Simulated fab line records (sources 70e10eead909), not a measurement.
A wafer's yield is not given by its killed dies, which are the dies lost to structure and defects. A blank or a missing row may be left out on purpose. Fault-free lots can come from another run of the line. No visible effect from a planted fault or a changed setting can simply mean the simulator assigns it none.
The tool behind it: which one? | flow nandHarc | 11 lots with 33 wafers sampled at 6 steps, on a route of 1302 steps

## WHAT THE GAUGES SHOWED, per wafer
NHARC_P_M2_THK_MEAS_24: measures by xrf.
lot  | measured     | on           | thkNm (nm)
L985 | day 10 11:35 | filmMetro-01 | 136.9 144.7 137.1
L990 | day 12 04:23 | filmMetro-02 | 143.9 144.9 145.2
L992 | day 12 14:55 | filmMetro-02 | 146.0 146.4 145.5
L991 | day 12 17:35 | filmMetro-02 | 147.0 146.5 146.7
L993 | day 13 04:37 | filmMetro-02 | 144.1 144.0 144.1
L994 | day 13 13:21 | filmMetro-02 | 142.8 144.0 143.6
L996 | day 14 05:13 | filmMetro-02 | 142.3 144.3 144.6
L997 | day 15 01:37 | filmMetro-01 | 141.9 144.6 143.8
L998 | day 15 12:04 | filmMetro-02 | 142.6 144.6 146.3
L100 | day 16 02:44 | filmMetro-01 | 143.9 145.7 143.1
L999 | day 16 04:28 | filmMetro-02 | 143.2 144.4 143.0

NHARC_END_SORT_01.
lot  | measured     | on        | defectLimitedYield (%) | killedAtArray | killedAtOther | killedAtPeriphery | killedDies | killedOpen | killedShort | sort_bin_2_pct (%) | sort_bin_3_pct (%) | sort_bin_4_pct (%) | sortNPass   | sortRimYieldPct (%) | sortYieldPct (%)
L990 | day 30 06:58 | prober-02 | 91.3 91.4 94.2         | 59 56 39      | 0 0 0         | 0 2 0             | 59 58 39   | 5 3 1      | 4 2 1       | 3.1 3.4 1.9        | 1.0 0.4 0.3        | 4.6 4.7 3.5        | 618 619 638 | 81 92 88            | 91.3 91.4 94.2
L992 | day 29 22:13 | prober-02 | 91.6 90.4 92.8         | 49 56 45      | 1 1 1         | 7 8 3             | 57 65 49   | 4 6 3      | 6 1 0       | 3.4 2.7 2.1        | 0.6 0.9 0.3        | 4.4 6.1 4.9        | 620 612 628 | 92 92 90            | 91.6 90.4 92.8
L991 | day 29 22:16 | prober-01 | 90.8 89.4 88.6         | 56 66 66      | 0 0 2         | 6 6 9             | 62 72 77   | 5 10 3     | 2 0 6       | 2.8 4.1 3.5        | 0.4 1.2 0.4        | 5.9 5.3 7.4        | 615 605 600 | 90 89 92            | 90.8 89.4 88.6
L993 | day 30 22:38 | prober-01 | 90.4 88.5 89.4         | 62 71 64      | 2 3 2         | 1 4 6             | 65 78 72   | 3 5 4      | 1 2 3       | 3.4 4.3 5.0        | 0.6 0.6 1.0        | 5.6 6.6 4.6        | 612 599 605 | 92 89 90            | 90.4 88.5 89.4
L994 | day 32 10:03 | prober-02 | 91.7 92.6 89.5         | 47 48 65      | 1 0 0         | 8 2 6             | 56 50 71   | 5 1 7      | 1 1 2       | 2.5 3.2 5.0        | 0 0.4 0.1          | 5.8 3.7 5.3        | 621 627 606 | 89 91 86            | 91.7 92.6 89.5
L996 | day 31 22:18 | prober-01 | 91.1 89.5 91.4         | 58 66 55      | 0 2 0         | 2 3 3             | 60 71 58   | 0 5 3      | 0 4 1       | 4.4 4.0 3.2        | 0.9 0.4 0.4        | 3.5 6.1 4.9        | 617 606 619 | 91 89 88            | 91.1 89.5 91.4

## WHICH TOOL RAN EACH LOT (tool, then ch and the chambers of the sampled wafers, then the start)
lot  | NHARC_P_M2_DESCUM_14              | NHARC_P_M2_ANNEAL_31            | NHARC_P_M2_CMP_23             | NHARC_P_BONDPAD_CMP_32
L985 | rieDiel-12 ch 0,2,3, day 10 09:10 | rtpAnneal-02 ch 0, day 10 10:58 | cmp-01 ch 1,2,3, day 10 11:17 | cmp-03 ch 0,1,3, day 10 12:44
L990 | rieDiel-12 ch 0,1, day 12 01:53   | rtpAnneal-02 ch 0, day 12 03:43 | cmp-03 ch 0,2,3, day 12 04:07 | cmp-04 ch 0,1,2, day 12 05:32
L992 | rieDiel-09 ch 0,2,3, day 12 12:31 | rtpAnneal-02 ch 0, day 12 14:16 | cmp-01 ch 0,2,3, day 12 14:38 | cmp-02 ch 1,3, day 12 16:04
L991 | rieDiel-09 ch 0,2,3, day 12 15:08 | rtpAnneal-01 ch 0, day 12 16:56 | cmp-01 ch 0,1,3, day 12 17:17 | cmp-04 ch 1,2,3, day 12 18:47
L993 | rieDiel-09 ch 0,1,2, day 13 02:13 | rtpAnneal-02 ch 0, day 13 03:58 | cmp-01 ch 1,2, day 13 04:19   | cmp-03 ch 0,1,2, day 13 05:45
L994 | rieDiel-09 ch 0,2, day 13 10:47   | rtpAnneal-02 ch 0, day 13 12:36 | cmp-01 ch 0,2,3, day 13 13:04 | cmp-04 ch 0,2, day 13 14:38
L996 | rieDiel-09 ch 0,1,3, day 14 02:49 | rtpAnneal-02 ch 0, day 14 04:34 | cmp-01 ch 0,1, day 14 04:56   | cmp-03 ch 1,2, day 14 06:21
L997 | rieDiel-12 ch 2,3, day 14 23:12   | rtpAnneal-02 ch 0, day 15 00:57 | cmp-01 ch 2,3, day 15 01:19   | cmp-02 ch 0,2, day 15 02:44
L998 | rieDiel-09 ch 1,2,3, day 15 09:39 | rtpAnneal-01 ch 0, day 15 11:25 | cmp-01 ch 0,2,3, day 15 11:46 | cmp-04 ch 0,1,3, day 15 13:12
L100 | rieDiel-12 ch 2,3, day 16 00:20   | rtpAnneal-01 ch 0, day 16 02:08 | cmp-03 ch 1,2,3, day 16 02:29 | cmp-03 ch 0,1,2, day 16 03:57
L999 | rieDiel-02 ch 0,1, day 16 01:43   | rtpAnneal-02 ch 0, day 16 03:35 | cmp-01 ch 0,2, day 16 04:08   | cmp-04 ch 1,2,3, day 16 05:38
- NHARC_P_M2_DESCUM_14: chemistry O2, time 3 s.
- NHARC_P_M2_ANNEAL_31: time 90 s.
- NHARC_P_M2_CMP_23: polishes, t overpolish 20 s, target thk 144.3 nm.
- NHARC_P_BONDPAD_CMP_32: polishes SiCN, target thk 200 nm.

## WHAT THE TOOLS THEMSELVES READ (means of the sampled wafers that have a number; where no wafer has one, the mark that the record gives instead)
NHARC_P_M2_DESCUM_14.
lot  | tool       | drypumpMotorCurrentA (A) | oesProductAu (a.u.) | rfVppV (V) | showerheadPlenumPTorr (Torr) | throttleValvePct (%)
L985 | rieDiel-12 | 5.3                      | 1.011               | 58.2       | 2.00                         | 11.304
L990 | rieDiel-12 | 5.8                      | 1.006               | 58.3       | 1.96                         | 11.315
L992 | rieDiel-09 | 6.0                      | 1.002               | 58.4       | 1.87                         | 11.311
L991 | rieDiel-09 | 6.0                      | 1.000               | 57.8       | 1.87                         | 11.312
L993 | rieDiel-09 | 5.8                      | 1.006               | 57.4       | 1.90                         | 11.310
L994 | rieDiel-09 | 5.5                      | 1.009               | 56.5       | 1.89                         | 11.309
L996 | rieDiel-09 | 6.2                      | 1.005               | 57.7       | 1.88                         | 11.318
L997 | rieDiel-12 | 5.4                      | 0.999               | 57.7       | 1.99                         | 11.305
L998 | rieDiel-09 | 5.8                      | 0.991               | 57.3       | 1.83                         | 11.311
L100 | rieDiel-12 | 5.4                      | 1.006               | 56.8       | 1.99                         | 11.309
L999 | rieDiel-02 | 5.6                      | 1.001               | 58.2       | 1.99                         | 11.308

NHARC_P_M2_ANNEAL_31.
lot  | tool         | wafer_temp_C_max
L985 | rtpAnneal-02 | 226.3
L990 | rtpAnneal-02 | 225.9
L992 | rtpAnneal-02 | 226.0
L991 | rtpAnneal-01 | 227.1
L993 | rtpAnneal-02 | 226.0
L994 | rtpAnneal-02 | 225.9
L996 | rtpAnneal-02 | 225.8
L997 | rtpAnneal-02 | 225.8
L998 | rtpAnneal-01 | 226.8
L100 | rtpAnneal-01 | 226.4
L999 | rtpAnneal-02 | 226.1

NHARC_P_M2_CMP_23.
lot  | tool   | motorCurrentA (A) | timeToEndpointS (s)
L985 | cmp-01 | 11.9              | 19.3
L990 | cmp-03 | 12.4              | 32.7
L992 | cmp-01 | 11.7              | 28.3
L991 | cmp-01 | 12.0              | 30.5
L993 | cmp-01 | 11.3              | 28.8
L994 | cmp-01 | 11.9              | 26.5
L996 | cmp-01 | 11.7              | 26.5
L997 | cmp-01 | 11.9              | 25.2
L998 | cmp-01 | 11.8              | 31.1
L100 | cmp-03 | 13.3              | 33.8
L999 | cmp-01 | 11.9              | 27.1

NHARC_P_BONDPAD_CMP_32.
lot  | tool   | motorCurrentA (A)
L985 | cmp-03 | 13.3
L990 | cmp-04 | 11.3
L992 | cmp-02 | 10.5
L991 | cmp-04 | 12.0
L993 | cmp-03 | 12.4
L994 | cmp-04 | 12.3
L996 | cmp-03 | 13.2
L997 | cmp-02 | 12.4
L998 | cmp-04 | 10.8
L100 | cmp-03 | 12.2
L999 | cmp-04 | 12.0

## THE ANSWER, worked out from the rows above alone
Rule: what is usual is taken from the lots themselves. Put in order of their means at a reading, lots are off if they are a third of the lots or fewer, leave a main group of 4 or more, and stand apart from it by a gap of 3 or more times the standard deviation of the main group's means; of several such gaps the widest counts. The tables above print the reading to a certain number of digits; a main group whose means all agree to those digits is not used. Also off: a lot with no number at a reading for which 4 or more lots have one. Where the step has rows for the other lots, those lots are counted as sound. After the gauges, taken in route order, come the tools' own readings; for these a lot's mean is taken, as printed above. The first step at which some lot is off is used, and at that step the reading that is off furthest; a lot without a number counts as furthest.
Off: L985 (NHARC_P_M2_THK_MEAS_24, thkNm). The main group has a mean of 144.4 nm with a standard deviation of 1.1.
If a tool, at a process step before that reading, ran all the lots that are off and no sound lot after the first of them, it fits. Those tools and the gauges at NHARC_P_M2_THK_MEAS_24 are tried in the same way. No candidate that was tried fits.

## WHAT THE SIMULATOR HAD PUT IN
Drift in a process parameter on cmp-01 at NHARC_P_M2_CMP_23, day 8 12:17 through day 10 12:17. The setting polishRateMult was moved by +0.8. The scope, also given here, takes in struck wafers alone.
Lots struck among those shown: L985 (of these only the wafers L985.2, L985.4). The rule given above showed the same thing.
